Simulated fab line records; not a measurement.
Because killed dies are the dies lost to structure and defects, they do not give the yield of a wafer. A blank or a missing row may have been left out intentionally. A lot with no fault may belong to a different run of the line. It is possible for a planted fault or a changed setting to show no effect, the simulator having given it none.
A struck lot beside a sound one	flow nand harc	23 steps out of a route of 1159
Sound: the wafers L888.2, L888.3, L888.4. Wafers L900.2, L900.3, L900.4 were the ones struck. The cause is named last.
Per side, at each step with rows, come the tool, then ch with its chambers, and then its first start. Under that, the readings that differ: sound wafers	struck wafers	difference of the means	sigmas: that difference in standard deviations of wafers without a fault.
alike: same words and numbers on both sides, and readings whose means sit less than 2 such deviations apart. not compared: any withheld reading, any reading some wafer has no value for, any bound like >300 that may hide the same value, and any number with overlapping values for which the record gives no deviation.
Wherever a step has rows on one side only, a row that says differs or no value, or a row with sigmas, the two part there. Non-overlapping numbers with no deviation appear without sigmas and do not part them. A reading missing from all wafers of one side parts the sides only when that side holds two or more wafers.

NHARC_A_M0_INSPECT_27:
  struck on defect inspect-01, day 21 16:34; sound on defect inspect-02, day 18 20:53
  alike: raw defect count
NHARC_A_M0_PRE_CLEAN_31: time 12 s.
  sound on pecvd-03 ch 0,1,2, day 18 20:57; struck on pecvd-01 ch 1,2, day 21 16:39
  alike: heater power w
  not compared: since wet clean h
NHARC_A_M0_DEP_32: deposits SiCN, target thk 30 nm.
  sound on pecvd-03 ch 0,1,2, day 18 21:02; struck on pecvd-01 ch 1,2, day 21 16:46
  alike: heater power w
  not compared: since wet clean h
then, 8 steps without rows for these wafers: NHARC_A_M1_DEP_00 (deposits SiOC, target thk 182.5 nm); NHARC_A_M1_DEHYDRATE_01 (time 120 s); NHARC_A_M1_HMDS_02 (time 30 s); NHARC_A_M1_COAT_34 (time 65 s); NHARC_A_M1_COAT_03 (resist thk 90 nm); NHARC_A_M1_SOFTBAKE_04 (time 55 s); NHARC_A_M1_EBR_05; NHARC_A_M1_EXPOSE_06 (exposes mask A M1, target cd 120 nm).
NHARC_A_M1_PEB_07: peb time 65 s.
  sound on litho track-01 ch 0, day 18 22:10; struck on litho track-01 ch 0, day 21 17:53
then, 1 step without rows for these wafers: NHARC_A_M1_DEVELOP_08 (develop time 35 s).
NHARC_A_M1_CD_MEAS_09: the cd target is 120 nm.
  sound on cd sem-03 ch 0, day 18 22:16; struck on cd sem-03 ch 0, day 21 17:58
  alike: cd nm
NHARC_A_M1_OVL_MEAS_10: pitch 240 nm.
  struck on overlay-02, day 21 18:03; sound on overlay-01, day 18 22:20
reading	sound	struck	difference	sigmas
overlay y nm (nm)	0.8 0.4 0.4	-1.2 -1.1 -0.9	-1.6	-2
  alike: overlay x nm
NHARC_A_M1_INSPECT_11:
  struck on defect inspect-02, day 21 18:05; sound on defect inspect-01, day 18 22:23
  alike: raw defect count
NHARC_A_M1_DESCUM_14: chemistry O2, time 3 s.
  sound on rie diel-06 ch 0,1,3, day 18 22:26; struck on rie diel-04 ch 0,1,3, day 21 18:09
  alike: chamber pressure mTorr, drypump motor current A, oes product au, rf vpp V, showerhead plenum p Torr, throttle valve pct
  not compared: rf hours counter h, model.A_M1.cd nm
NHARC_A_M1_ETCH_35: etches the open film in N2/H2, target depth 40 nm, overetch 12 nm, time 43.94 s.
  sound on rie diel-06 ch 1,2,3, day 18 22:31; struck on rie diel-04 ch 0,1,3, day 21 18:15
  alike: chamber pressure mTorr, drypump motor current A, oes product au, rf vpp V, showerhead plenum p Torr, throttle valve pct
  not compared: rf hours counter h
NHARC_A_M1_ETCH_15: etches the open film in C4F8/Ar, target depth 182.5 nm, time 91.2 s.
  sound: rie diel-06 ch 0,1,2; struck: rie diel-04 ch 0,3
  alike: chamber pressure mTorr, oes product au, rf vpp V
  not compared: rf hours counter h
NHARC_A_M1_CD_MEAS_16:
  struck on cd sem-01, day 21 18:30; sound on cd sem-03, day 18 22:47
  alike: cd nm
NHARC_A_M1_STRIP_18: strips in N2/H2.
  sound on rie diel-04 ch 0,1,2, day 18 22:52; struck on rie diel-04 ch 0,1, day 21 18:37
  alike: chamber pressure mTorr, drypump motor current A, oes product au, rf vpp V, showerhead plenum p Torr, throttle valve pct
  not compared: rf hours counter h
NHARC_A_M1_ETCH_28: etches the open film in CF4/N2, target depth 30 nm, time 72.99 s.
  sound: rie diel-04 ch 1,2,3; struck: rie diel-04 ch 1,3
  alike: chamber pressure mTorr, drypump motor current A, oes product au, rf vpp V, showerhead plenum p Torr, throttle valve pct
  not compared: rf hours counter h, model.A_M1.cd nm
then, 1 step without rows for these wafers: NHARC_A_M1_STRIP_19 (strips in post etch residue remover, time 600 s).

## WHERE THEY PART
At NHARC_A_M1_OVL_MEAS_10 and nowhere else, as far as this record goes. Later steps at which nothing parts them and some readings are alike: NHARC_A_M1_INSPECT_11, NHARC_A_M1_DESCUM_14, NHARC_A_M1_ETCH_35, NHARC_A_M1_ETCH_15, NHARC_A_M1_CD_MEAS_16, NHARC_A_M1_STRIP_18, NHARC_A_M1_ETCH_28.

WHY: what had been put in by the simulator
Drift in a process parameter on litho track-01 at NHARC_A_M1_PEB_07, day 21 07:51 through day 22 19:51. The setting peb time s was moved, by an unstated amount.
